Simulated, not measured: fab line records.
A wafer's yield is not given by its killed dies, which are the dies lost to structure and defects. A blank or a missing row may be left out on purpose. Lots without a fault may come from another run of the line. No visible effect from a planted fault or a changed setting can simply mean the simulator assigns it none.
fab line records	flow nand-harc
[record] lots = 12	wafers = 36	last-day = 34
route steps=1302 shown A_SGD_CUT@907 END@1302
lots with no fault: from the same line, run without faults
start-h: hours from the record's first day to the start of the lot's first wafer shown	wait-h: time in hours since the lot's previous step	" same as the row above	L1.1+2: a row that stands for several wafers	- no value, or no start was given	* or withheld: withheld	< > ~ a bound
route shown NAME@n: names a module that has steps shown in the file, with the first one's number in the route	usual: mean and standard deviation over wafers with no fault	same: alike in all rows	chamber/n: place in a boat	sites: per-site readings	_std_site: standard deviation across them	_edge_site: the outer-site mean with the inner-site mean subtracted	radius-mm: how far each site lies from the wafer's centre	mask NAME#n: copy n	behind: the last tool/chamber to shape the wafer	hold: why the lot went on hold/how many hours it stayed there/how the hold came to an end	device: the n, p or np transistor that did not switch	end of line: tests run on the same wafers once the route is complete	step lacking rows: just its recipe	killed: count of dies lost to structure and defects at first sort (not the wafer's yield)	map: the dies of a wafer, with x for killed, . for not killed, _ for no die there
set.NAME: the run value of the setting; set.NAME@STEP: its run value at that earlier step	model.NAME: the simulator's own value behind a step, which no gauge read
route steps across a sampled set of lots; one table per step, one row per wafer
services: when a tool's chamber went out of use (start-h, in hours from the record's first day, below 0 if earlier), for how many hours, and the reason
[[steps]]
[step NHARC_A_SGD_CUT_ETCH_15]
[recipe] target-depth-a = 750	time-s = 64.3	ch3f-flow-sccm = 50	o2-flow-sccm = 30	ar-flow-sccm = 200	rf-w = 500	bias-w = 100	chemistry = CH3F/O2
[usual] drypump-motor-current-A = 5.8/0.43	oes-product-au = 0.963/0.015	rf-vpp-V = 264.7/1.6	showerhead-plenum-p-Torr = 2.52/0.09	throttle-valve-pct = 20.662/0.009
lot.wafer	tool	chamber	start-h	wait-h	drypump-motor-current-A	oes-product-au	rf-hours-counter-h	rf-vpp-V	showerhead-plenum-p-Torr	throttle-valve-pct
L731.4	rie-diel-06	2	-	-	5.2	0.934	6	264.5	2.55	20.671
L731.2	"	3	"	"	5.8	0.935	6	265.2	2.52	20.669
L731.5	"	3	"	"	5.8	0.941	-	265.8	2.52	20.656
L734.2	rie-diel-07	2	-	-	5.0	0.941	10	265.4	2.63	20.669
L734.4	"	0	"	"	6.0	0.942	10	264.2	2.50	20.657
L734.6	"	3	"	"	6.2	0.953	-	265.9	2.58	20.660
L737.3	rie-diel-07	3	-	-	6.2	0.982	2	266.9	2.58	20.659
L737.4	"	1	"	"	5.7	0.963	1	266.0	2.55	20.664
L737.6	"	2	"	"	5.0	0.977	-	266.4	2.63	20.660
L736.4	rie-diel-10	2	-	-	5.7	0.963	7	264.7	2.54	20.660
L736.2	"	3	"	"	5.4	0.984	7	266.4	2.58	20.660
L736.6	"	2	"	"	5.6	0.952	-	265.2	2.54	20.658
L739.2	rie-diel-10	2	-	-	5.6	0.950	7	263.9	2.54	20.675
L739.6	"	0	"	"	6.5	0.964	-	262.0	2.40	20.656
L739.5	"	3	"	"	5.4	0.974	-	264.7	2.58	20.664
L738.1	rie-diel-07	0	-	-	6.0	0.978	3	264.0	2.50	20.662
L738.5	"	1	"	"	5.7	0.975	-	266.3	2.55	20.670
L738.6	"	2	"	"	5.0	0.970	-	265.2	2.63	20.659
L746.3	rie-diel-10	3	-	-	5.4	0.994	14	266.0	2.57	20.670
L746.2	"	1	"	"	5.9	0.950	13	260.1	2.29	20.672
L746.6	"	2	"	"	5.6	0.945	-	265.3	2.54	20.665
L747.2	rie-diel-07	3	-	-	6.2	0.949	10	265.5	2.57	20.666
L747.1	"	2	"	"	5.0	0.964	6	266.3	2.62	20.657
L747.6	"	3	"	"	6.2	0.956	-	266.0	2.57	20.663
L749.2	rie-diel-10	3	-	-	5.4	0.968	1	266.0	2.57	20.657
L749.1	"	1	"	"	5.9	0.951	1	261.1	2.29	20.662
L749.6	"	2	"	"	5.6	0.982	-	266.9	2.54	20.649
L752.2	rie-diel-10	0	-	-	6.5	0.962	3	264.6	2.40	20.644
L752.1	"	3	"	"	5.4	0.947	4	266.3	2.57	20.666
L752.5	"	1	"	"	5.9	0.965	-	262.2	2.28	20.666
L751.1	rie-diel-07	2	-	-	5.0	0.991	1	266.5	2.62	20.666
L751.2	"	1	"	"	5.7	0.977	1	263.8	2.54	20.668
L751.5	"	3	"	"	6.2	0.988	-	265.0	2.57	20.655
L753.1	rie-diel-10	3	-	-	5.4	0.959	5	267.6	2.57	20.661
L753.3	"	0	"	"	6.5	0.964	4	262.0	2.40	20.669
L753.4	"	1	"	"	5.9	0.945	6	261.0	2.28	20.644
[step NHARC_A_SGD_CUT_STRIP_17]
[recipe] o2-flow-sccm = 500	ar-flow-sccm = 0	bias-w = 0	chemistry = O2
[usual] bias-w = 0/0	chamber-pressure-mTorr = 60.00/0.052	drypump-motor-current-A = 5.8/0.43	oes-product-au = 0.999/0.01	rf-vpp-V = 58.0/0.94	showerhead-plenum-p-Torr = 3.62/0.11	throttle-valve-pct = 17.037/0.0088
lot.wafer	tool	chamber	start-h	wait-h	bias-w	chamber-pressure-mTorr	drypump-motor-current-A	oes-product-au	rf-hours-counter-h	rf-vpp-V	showerhead-plenum-p-Torr	throttle-valve-pct
L731.2	rie-diel-06	3	442.05	-	0	60.08	5.8	0.985	6	57.2	3.62	17.032
L731.4	"	0	"	"	0	60.01	6.3	0.996	6	57.4	3.63	17.036
L731.5	"	2	"	"	0	60.06	5.2	0.989	-	56.3	3.65	17.037
L734.2	rie-diel-07	0	460.43	-	0	59.99	6.0	0.997	10	55.5	3.59	17.037
L734.4	"	2	"	"	0	59.94	5.1	1.004	10	58.8	3.76	17.042
L734.6	"	3	"	"	0	59.89	6.2	1.002	-	57.6	3.69	17.029
L737.3	rie-diel-07	0	500.58	-	0	59.98	6.0	0.989	2	58.6	3.59	17.036
L737.4	"	2	"	"	0	60.03	5.0	1.001	1	58.4	3.76	17.041
L737.6	"	0	"	"	0	60.04	6.0	1.006	-	58.2	3.59	17.034
L736.4	rie-diel-10	3	511.34	-	-	-	-	-	-	-	-	-
L736.2	"	0	"	"	-	-	-	-	-	-	-	-
L736.6	"	2	"	"	-	-	-	-	-	-	-	-
L739.2	rie-diel-10	0	519.36	-	-	-	-	-	-	-	-	-
L739.6	"	0	"	"	-	-	-	-	-	-	-	-
L739.5	"	2	"	"	-	-	-	-	-	-	-	-
L738.1	rie-diel-07	3	520.14	-	-	-	-	-	-	-	-	-
L738.6	"	2	"	"	-	-	-	-	-	-	-	-
L738.5	"	3	"	"	-	-	-	-	-	-	-	-
L746.3	rie-diel-07	2	597.00	0.1	0	60.00	5.0	1.010	6	57.9	3.76	17.036
L746.2	"	0	"	"	0	60.02	6.0	1.017	8	57.3	3.59	17.020
L746.6	"	1	"	"	0	59.97	5.8	1.024	-	58.1	3.65	17.041
L747.2	rie-diel-07	3	599.50	-	0	59.96	6.2	0.987	10	57.4	3.69	17.056
L747.1	"	1	"	"	0	59.91	5.7	1.004	9	57.2	3.65	17.045
L747.6	"	3	"	"	0	59.99	6.2	0.981	-	59.3	3.69	17.037
L749.1	rie-diel-10	2	619.45	-	0	59.92	5.6	0.996	1	56.8	3.64	17.047
L749.2	"	1	"	"	0	60.05	5.9	0.994	1	57.0	3.29	17.034
L749.6	"	2	"	"	0	59.99	5.7	1.005	-	58.0	3.64	17.039
L752.1	rie-diel-10	0	661.93	-	0	60.06	6.5	0.982	3	57.3	3.44	17.026
L752.2	"	1	"	"	0	60.01	5.9	0.971	5	56.5	3.29	17.025
L752.5	"	2	"	"	0	59.97	5.6	0.991	-	58.3	3.64	17.051
L751.1	rie-diel-07	3	669.55	-	0	60.06	6.2	0.998	1	58.5	3.68	17.033
L751.2	"	0	"	"	0	60.06	6.0	0.990	1	57.9	3.58	17.041
L751.5	"	3	"	"	0	59.98	6.2	1.000	-	59.7	3.68	17.044
L753.1	rie-diel-10	3	674.06	-	0	59.88	5.4	0.995	5	58.1	3.68	17.049
L753.3	"	1	"	"	0	60.09	5.9	0.979	6	57.0	3.29	17.035
L753.4	"	2	"	"	0	59.91	5.7	0.997	6	59.6	3.64	17.049
[step NHARC_A_SGD_CUT_ETCHBACK_24]
[recipe] target-depth-a = 500	over-etch-frac = 0.3	time-s = 92.857	ion-energy-ev = 120	ch3f-flow-sccm = 50	o2-flow-sccm = 30	ar-flow-sccm = 200	rf-w = 500	bias-w = 100	chemistry = CH3F/O2
[usual] drypump-motor-current-A = 5.8/0.42	oes-product-au = 0.97/0.038	rf-vpp-V = 245.1/1.5	showerhead-plenum-p-Torr = 2.51/0.088	throttle-valve-pct = 20.663/0.0084
lot.wafer	tool	chamber	start-h	wait-h	drypump-motor-current-A	oes-product-au	rf-hours-counter-h	rf-vpp-V	showerhead-plenum-p-Torr	throttle-valve-pct
L731.2	rie-diel-10	2	448.67	0.1	5.6	0.99	2	246.5	2.54	20.663
L731.4	"	3	"	"	5.4	1.00	1	246.2	2.58	20.661
L731.5	"	1	"	"	5.9	1.00	-	243.5	2.29	20.660
L734.4	rie-diel-06	0	468.51	0.2	6.3	0.99	7	246.4	2.53	20.655
L734.2	"	1	"	"	6.2	0.98	6	245.1	2.54	20.672
L734.6	"	2	"	"	5.2	0.98	-	245.1	2.55	20.652
L737.4	rie-diel-06	2	507.52	0.2	5.2	1.01	1	246.7	2.54	20.670
L737.3	"	3	"	"	5.7	0.99	1	245.2	2.52	20.669
L737.6	"	0	"	"	6.3	1.00	-	245.6	2.53	20.656
L736.2	rie-diel-06	3	518.70	0.1	5.8	0.91	1	245.6	2.52	20.679
L736.6	"	3	"	"	5.8	0.91	-	245.9	2.52	20.653
L736.4	"	1	"	"	6.2	0.92	-	246.3	2.54	20.650
L739.2	rie-diel-10	0	525.25	0.2	6.5	0.92	9	244.9	2.40	20.673
L739.5	"	3	"	"	5.4	0.93	-	245.1	2.57	20.661
L739.6	"	0	"	"	6.5	0.91	-	243.6	2.40	20.669
L738.1	rie-diel-07	1	525.25	0.2	5.7	0.93	2	245.8	2.55	20.652
L738.6	"	2	"	"	5.0	0.94	-	247.2	2.63	20.655
L738.5	"	3	"	"	6.2	0.93	-	246.9	2.58	20.655
L746.2	rie-diel-06	3	605.98	0.1	5.8	0.99	4	243.3	2.52	20.665
L746.3	"	2	"	"	5.2	1.01	4	246.5	2.54	20.650
L746.6	"	3	"	"	5.7	0.99	-	245.1	2.52	20.660
L747.1	rie-diel-10	0	606.01	0.2	6.5	0.99	0	242.5	2.40	20.666
L747.2	"	1	"	"	5.9	0.99	0	241.9	2.29	20.667
L747.6	"	3	"	"	5.4	0.99	-	245.3	2.57	20.669
L749.1	rie-diel-10	2	626.52	0.2	5.6	0.93	2	245.3	2.54	20.668
L749.2	"	1	"	"	5.9	0.91	2	241.7	2.29	20.679
L749.6	"	1	"	"	5.8	0.92	-	242.8	2.29	20.654
L752.1	rie-diel-10	3	668.26	0.2	5.4	0.92	5	245.2	2.57	20.664
L752.2	"	0	"	"	6.5	0.92	4	242.5	2.40	20.657
L752.5	"	1	"	"	5.9	0.91	-	241.5	2.28	20.666
L751.1	rie-diel-06	1	675.67	0.1	6.2	1.02	0	245.7	2.54	20.655
L751.2	"	3	"	"	5.7	1.00	0	245.0	2.52	20.662
L751.5	"	1	"	"	6.2	1.02	-	244.7	2.54	20.666
L753.1	rie-diel-06	2	679.37	0.1	5.2	1.02	1	244.6	2.54	20.661
L753.3	"	3	"	"	5.7	1.00	1	242.6	2.52	20.668
L753.4	"	1	"	"	6.2	1.01	1	246.2	2.53	20.658
[step NHARC_A_SGD_CUT_INSPECT_25]
[usual] raw-defect-count = 379/69
lot.wafer	tool	chamber	start-h	wait-h	raw-defect-count
L731.2	defect-inspect-01	-	448.90	-	373
L731.4	"	-	"	"	416
L731.5	"	-	"	"	362
L734.2	defect-inspect-01	-	468.73	-	445
L734.4	"	-	"	"	345
L734.6	"	-	"	"	395
L737.3	defect-inspect-01	-	507.74	-	357
L737.4	"	-	"	"	355
L737.6	"	-	"	"	409
L736.2	defect-inspect-02	-	518.98	-	388
L736.4	"	-	"	"	258
L736.6	"	-	"	"	333
L738.1	defect-inspect-02	-	525.44	-	359
L738.5	"	-	"	"	317
L738.6	"	-	"	"	399
L739.2	defect-inspect-01	-	525.49	-	411
L739.5	"	-	"	"	414
L739.6	"	-	"	"	405
L746.2	defect-inspect-02	-	606.22	-	445
L746.3	"	-	"	"	311
L746.6	"	-	"	"	372
L747.1	defect-inspect-01	-	606.22	-	440
L747.2	"	-	"	"	391
L747.6	"	-	"	"	336
L749.1	defect-inspect-02	-	626.83	-	386
L749.2	"	-	"	"	513
L749.6	"	-	"	"	407
L752.1	defect-inspect-01	-	668.47	-	270
L752.2	"	-	"	"	287
L752.5	"	-	"	"	310
L751.1	defect-inspect-01	-	675.90	-	275
L751.2	"	-	"	"	308
L751.5	"	-	"	"	284
L753.1	defect-inspect-01	-	679.61	-	370
L753.3	"	-	"	"	410
L753.4	"	-	"	"	432
[step NHARC_END_SORT_01]
[recipe] temp-c = 25
[usual] killed-at-array = 52/17	killed-at-other = 0.9/1.2	killed-at-periphery = 3.9/2.7	killed-dies = 57/16	killed-open = 3.3/1.9	killed-short = 2.5/1.5
[same] gross-dies = 677
lot.wafer	tool	chamber	start-h	wait-h	killed-at-array	killed-at-other	killed-at-periphery	killed-dies	killed-open	killed-short
L736.2	prober-01	0	638.22	2.8	673	4	0	677	3	3
L736.4	prober-01	0	639.84	3.4	675	1	1	677	1	4
L736.6	prober-01	0	641.46	4.0	667	2	8	677	7	5
L738.1	prober-01	0	647.09	2.5	675	0	2	677	5	1
L738.5	prober-01	0	650.31	3.7	674	1	2	677	5	5
L738.6	prober-01	0	651.12	4.0	671	1	5	677	3	3
L739.2	prober-02	0	647.85	2.8	676	0	1	677	1	2
L739.5	prober-02	0	650.24	3.7	674	0	3	677	2	3
L739.6	prober-02	0	651.03	4.0	674	1	2	677	2	3
// killed by level:class
L736.2 A_SGD_CUT:area-strip=641 A_CHANNEL_HOLE_D2:chamber-film-flake=10 A_CHANNEL_HOLE_D1:chamber-film-flake=5 THIN_TSV:chamber-film-flake=4 A_STAIRCASE:chamber-film-flake=3 A_M0:geometric-particle:short=2 A_CHANNEL_FILL_D1:chamber-film-flake=2 A_SLIT:chamber-film-flake=2
L736.4 A_SGD_CUT:area-strip=651 A_CHANNEL_HOLE_D1:chamber-film-flake=7 A_CONTACT:chamber-film-flake=4 A_CHANNEL_HOLE_D2:chamber-film-flake=4 A_STAIRCASE:chamber-film-flake=3 A_WL_FILL:geometric-particle:short=2 A_WL_FILL:chamber-film-flake=2 P_M0:geometric-particle:short=1
L736.6 A_SGD_CUT:area-strip=639 A_CHANNEL_HOLE_D2:chamber-film-flake=10 P_GATE:geometric-particle:open=3 A_WL_FILL:chamber-film-flake=3 A_CHANNEL_HOLE_D1:chamber-film-flake=2 A_CHANNEL_FILL_D1:chamber-film-flake=2 A_CHANNEL_FILL_D2:chamber-film-flake=2 A_CONTACT:chamber-film-flake=2
L738.1 A_SGD_CUT:area-strip=626 A_CHANNEL_HOLE_D1:chamber-film-flake=28 A_STAIRCASE:chamber-film-flake=6 A_CHANNEL_HOLE_D2:chamber-film-flake=4 P_STI:chamber-film-flake=2 A_CHANNEL_FILL_D2:chamber-film-flake=2 A_CONTACT:chamber-film-flake=2 A_CHANNEL_HOLE_D1:geometric-particle:open=1
L739.2 A_SGD_CUT:area-strip=636 A_CHANNEL_HOLE_D2:chamber-film-flake=13 A_SLIT:chamber-film-flake=10 A_CONTACT:chamber-film-flake=9 A_CHANNEL_HOLE_D1:chamber-film-flake=3 P_M0:geometric-particle:open=1 A_ONON_D2:geometric-particle:short=1 A_CHANNEL_FILL_D2:geometric-particle:short=1
L739.5 A_SGD_CUT:area-strip=647 A_SLIT:chamber-film-flake=10 A_CHANNEL_HOLE_D2:chamber-film-flake=5 A_CONTACT:chamber-film-flake=4 A_DECK1_JOINT:chamber-film-flake=2 P_M0:geometric-particle:open=1 P_M0:geometric-particle:short=1 A_ONON_D1:geometric-particle:open=1
L738.5 A_SGD_CUT:area-strip=613 A_CHANNEL_HOLE_D1:chamber-film-flake=35 A_CHANNEL_HOLE_D2:chamber-film-flake=7 A_CONTACT:chamber-film-flake=4 A_CHANNEL_FILL_D2:chamber-film-flake=3 P_M0:geometric-particle:open=2 A_CHANNEL_FILL_D2:geometric-particle:short=2 A_STAIRCASE:chamber-film-flake=2
L739.6 A_SGD_CUT:area-strip=630 A_SLIT:chamber-film-flake=23 A_CHANNEL_HOLE_D2:chamber-film-flake=6 A_CONTACT:chamber-film-flake=5 A_CHANNEL_HOLE_D1:chamber-film-flake=3 A_STAIRCASE:chamber-film-flake=2 A_DECK1_JOINT:geometric-particle:short=1 A_CHANNEL_FILL_D2:geometric-particle:open=1
L738.6 A_SGD_CUT:area-strip=613 A_CHANNEL_HOLE_D1:chamber-film-flake=32 A_CHANNEL_HOLE_D2:chamber-film-flake=11 A_CONTACT:chamber-film-flake=5 A_CHANNEL_FILL_D1:chamber-film-flake=2 A_CHANNEL_FILL_D2:chamber-film-flake=2 A_STAIRCASE:chamber-film-flake=2 P_CONTACT:geometric-particle:short=1
[[services]]
tool	chamber	start-h	hours	kind
rie-diel-10	-	419.66	9.0	pm
rie-diel-10	0	419.66	9.0	vent-cycle
rie-diel-10	1	419.66	9.0	vent-cycle
rie-diel-10	2	419.66	9.0	vent-cycle
rie-diel-06	-	426.40	0.3	repair
rie-diel-07	0	468.14	5.9	repair
rie-diel-07	-	471.22	9.0	pm
rie-diel-06	-	484.20	9.0	pm
rie-diel-06	0	496.37	5.7	repair
rie-diel-10	1	516.68	8.8	repair
rie-diel-06	0	517.01	16.4	repair
rie-diel-07	0	531.06	11.1	repair
rie-diel-07	2	549.34	30.2	repair
rie-diel-06	0	585.63	6.0	repair
rie-diel-10	-	592.51	0.8	repair
rie-diel-07	3	601.73	5.8	repair
rie-diel-06	3	612.88	6.3	repair
rie-diel-10	0	618.59	9.7	repair
rie-diel-10	3	638.93	8.3	repair
rie-diel-06	3	644.62	5.8	repair
rie-diel-07	-	648.22	9.0	pm
rie-diel-06	-	661.20	9.0	pm
rie-diel-06	-	670.89	0.3	repair
rie-diel-07	3	675.86	4.0	repair
[[key]]
[first-sign] step = NHARC_A_SGD_CUT_STRIP_17	reading = tool-record	direction = missing
[effect] step = NHARC_END_SORT_01	reading = killed-dies	direction = up	sigmas = 38	usual = 57	struck = 677
[more-kills-born-at] NHARC_A_SGD_CUT_STRIP_17@rie-diel-10 = 3844	NHARC_A_SGD_CUT_STRIP_17@rie-diel-07 = 1852
met-at NHARC_A_SGD_CUT_STRIP_17
struck-lots L736,L738,L739
later-rows-left-out L736.2,L736.4,L736.6,L738.1,L738.5,L738.6,L739.2,L739.5,L739.6
tester-left-out L736,L738,L739
not-acting-at NHARC_A_SGD_CUT_ETCH_15,NHARC_A_SGD_CUT_ETCHBACK_24,NHARC_A_SGD_CUT_INSPECT_25
onset-between 500.58 511.34
[fault] kind = skipped-step-whole	tool = rie-diel-07,rie-diel-10	chamber = -	onset-h = 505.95	steps = NHARC_A_SGD_CUT_STRIP_17	scope = struck-lots-only
// tester-left-out: of these lots the tester's yield and bins aren't shown, on N5 and GAA mostly nor the transistor test; their killed dies are dies lost to structure and defects alone, not to doping, threshold or leakage, so they don't give the yield
// later-rows-left-out: the simulator's readings of these wafers behind a module that went badly wrong aren't trusted and aren't shown, but for the sort
